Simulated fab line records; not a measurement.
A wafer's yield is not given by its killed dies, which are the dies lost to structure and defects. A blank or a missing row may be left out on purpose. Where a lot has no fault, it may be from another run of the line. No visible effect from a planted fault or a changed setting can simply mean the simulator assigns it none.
Which tool did it? || flow nand harc || 39 wafers sampled from 13 lots at 1 step of a route of 1159

WHAT EACH GAUGE READ, for each wafer
NHARC_P_GATE_CD_MEAS_26 targets a cd of 120 nm. Usual: cd nm reads 120.3 nm (standard deviation 0.5).
{"lot": "L903", "measured": "day 5 01:27", "on": "cd sem-03", "cd nm (nm)": "119.6 120.4 120.3", "flag": ""}
{"lot": "L904", "measured": "day 5 01:37", "on": "cd sem-01", "cd nm (nm)": "120.3 120.6 121.3", "flag": ""}
{"lot": "L905", "measured": "day 5 09:58", "on": "cd sem-02", "cd nm (nm)": "121.4 120.4 120.2", "flag": ""}
{"lot": "L909", "measured": "day 6 12:20", "on": "cd sem-01", "cd nm (nm)": "121.1 120.3 120.6", "flag": ""}
{"lot": "L912", "measured": "day 6 23:43", "on": "cd sem-02", "cd nm (nm)": "120.3 119.7 120.7", "flag": ""}
{"lot": "L911", "measured": "day 7 00:22", "on": "cd sem-01", "cd nm (nm)": "121.3 121.0 120.8", "flag": ""}
{"lot": "L914", "measured": "day 8 02:09", "on": "cd sem-01", "cd nm (nm)": "120.6 120.3 120.7", "flag": ""}
{"lot": "L915", "measured": "day 8 02:19", "on": "cd sem-02", "cd nm (nm)": "119.6 120.2 120.7", "flag": ""}
{"lot": "L917", "measured": "day 8 15:11", "on": "cd sem-01", "cd nm (nm)": "120.6 120.7 120.7", "flag": ""}
{"lot": "L920", "measured": "day 9 05:41", "on": "cd sem-01", "cd nm (nm)": "119.8 118.7 118.9", "flag": ""}
{"lot": "L922", "measured": "day 9 15:08", "on": "cd sem-01", "cd nm (nm)": "120.6 120.2 120.3", "flag": ""}
{"lot": "L923", "measured": "day 10 01:23", "on": "cd sem-02", "cd nm (nm)": "120.2 120.8 120.9", "flag": ""}
{"lot": "L924", "measured": "day 10 04:11", "on": "cd sem-03", "cd nm (nm)": "120.0 120.0 119.8", "flag": ""}

TOOL THAT RAN EACH LOT (tool first, then ch and the chambers of the sampled wafers, then the start)
There is no process step in the record ahead of these readings.

AS READ BY THE TOOLS THEMSELVES (means over the sampled wafers that have a number; for cases with no such wafer, the mark the record gives instead)
The record holds no such reading with a usual standard deviation.

THE ANSWER, worked out from the rows above alone
Rule: take the mean of a lot's wafers that have a number; if it is more than 3 standard deviations from the usual mean, the lot is off. A lot without any number at a reading at which 4 lots or more have one is off too. The other lots that the step has rows for count as sound. The gauges are gone through in route order, then the tools' own readings, and for those a lot's mean is taken as printed above. At the first step where some lot is off, the reading lying furthest off is the one used; lots without a number count as furthest.
Nothing can be told from this: no lot is off at any reading shown.

WHAT WAS PUT IN BY THE SIMULATOR
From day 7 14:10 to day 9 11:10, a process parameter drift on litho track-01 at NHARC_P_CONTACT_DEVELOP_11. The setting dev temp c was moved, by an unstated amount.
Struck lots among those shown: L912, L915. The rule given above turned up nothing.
